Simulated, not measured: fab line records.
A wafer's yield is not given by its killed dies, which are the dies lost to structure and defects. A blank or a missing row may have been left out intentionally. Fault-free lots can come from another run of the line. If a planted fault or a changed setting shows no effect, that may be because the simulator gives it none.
Split-lot trial    flow n5Finfet    21 wafers read across 7 lots, on a route 1938 steps long

== THE SPLIT ==
At N5_MOL_CONTACT_COAG_ETCH_67 (etches SOC in N2/H2, target depth 60 nm, overetch 21 nm, time 101.2 s), the setting sourceW was moved away from the recipe's 840 W on 7 of the 21 wafers read, by -17.3% to +12.5%. For the rest of the wafers, this setting stayed at what the recipe calls for.

The reading comes from the split's own step.

== THE READING ==
rfVppV, in V, at N5_MOL_CONTACT_COAG_ETCH_67 (etches SOC in N2/H2, target depth 60 nm, overetch 21 nm, time 101.2 s). Fault-free wafers of this fab line usually give 524.6 V, standard deviation 1.8 V.

wafer   tool, chamber at the split  sourceW as run, W  against the recipe  rfVppV, V  against lot-mates on the recipe
L075.1  rieDiel-02, 3               900.9              +7.3%               514.0      -9.8
L075.5  rieDiel-02, 2               840                recipe              523.8      -
L075.6  rieDiel-02, 1               900.9              +7.3%               512.7      -11.1
L083.2  rieDiel-04, 1               840                recipe              522.5      -
L083.5  rieDiel-04, 2               840                recipe              525.1      -
L083.6  rieDiel-04, 0               898.7              +7.0%               511.5      -12.3
L086.2  rieDiel-02, 0               840                recipe              526.0      -
L086.3  rieDiel-02, 3               694.5              -17.3%              560.5      +34.5
L086.4  rieDiel-02, 1               840                recipe              526.0      -
L087.1  rieDiel-04, 2               840                recipe              525.0      -
L087.4  rieDiel-04, 0               840                recipe              521.8      -
L087.6  rieDiel-04, 1               840                recipe              522.0      -
L090.1  rieDiel-04, 3               840                recipe              525.4      -
L090.4  rieDiel-04, 0               840                recipe              522.9      -
L090.5  rieDiel-04, 3               944.9              +12.5%              505.6      -18.5
L091.2  rieDiel-01, 0               840                recipe              527.1      -
L091.4  rieDiel-01, 2               840                recipe              528.6      -
L091.6  rieDiel-01, 3               840                recipe              521.9      -
L095.1  rieDiel-02, 0               786.2              -6.4%               537.1      +12.1
L095.2  rieDiel-02, 1               840                recipe              525.0      -
L095.3  rieDiel-02, 3               786.2              -6.4%               537.4      +12.4

THE FIT
A straight line over all 21 wafers: rfVppV changes by -1.85 V for each +1% of sourceW; r = -0.98; the points scatter about the line by 2.2 V.
The same after taking each lot's own level away (the mean of its wafers on the recipe; 21 wafers): -1.77 V for each +1%; r = -0.98; scatter 1.9 V.
According to that fit, moving sourceW by its largest amount changes the reading by 31 V.
Measured against the standard deviation above, the lots' own levels, which go from 522.93 to 526.00 V, span 1.7 times it.
The two slopes agree, so the slope changes little with the lot-to-lot level.
Check: +28.3 V against its lot-mates is what the line predicts for one of the wafers moved furthest among these (-17.3%) when that wafer is left out of the fit. Against them it came out at +34.5 V.
Tool readings at the split's step, against how far the setting was moved: rfVppV r = -0.98.

== ADDITIONAL SPLITS CARRIED BY THESE WAFERS ==
These wafers also went through other splits before the reading. Each is held against what the fit with the lots' levels taken away leaves over:
other split on the same wafers               wafers away from the commonest value  r with rfVppV (lot level and that fit taken away)
N5_SD_EPI_N_PEB_07 pebTempC                  5                                     +0.29
N5_SD_EPI_N_ETCH_16 targetDepthA             6                                     +0.11
N5_SD_EPI_N_EPI_21 tempC                     8                                     +0.11
N5_SDB_ALD_29 aldCycles                      8                                     +0.06
N5_HKMG_FIN_ETCH_55 biasW                    13                                    +0.00
N5_MOL_CONTACT_COAG_CONTACT_ETCH_14 sourceW  7                                     -0.22

== FILE'S OWN FIT ==
rfVppV changes by -1.79 V for each +1% of sourceW, r = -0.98.
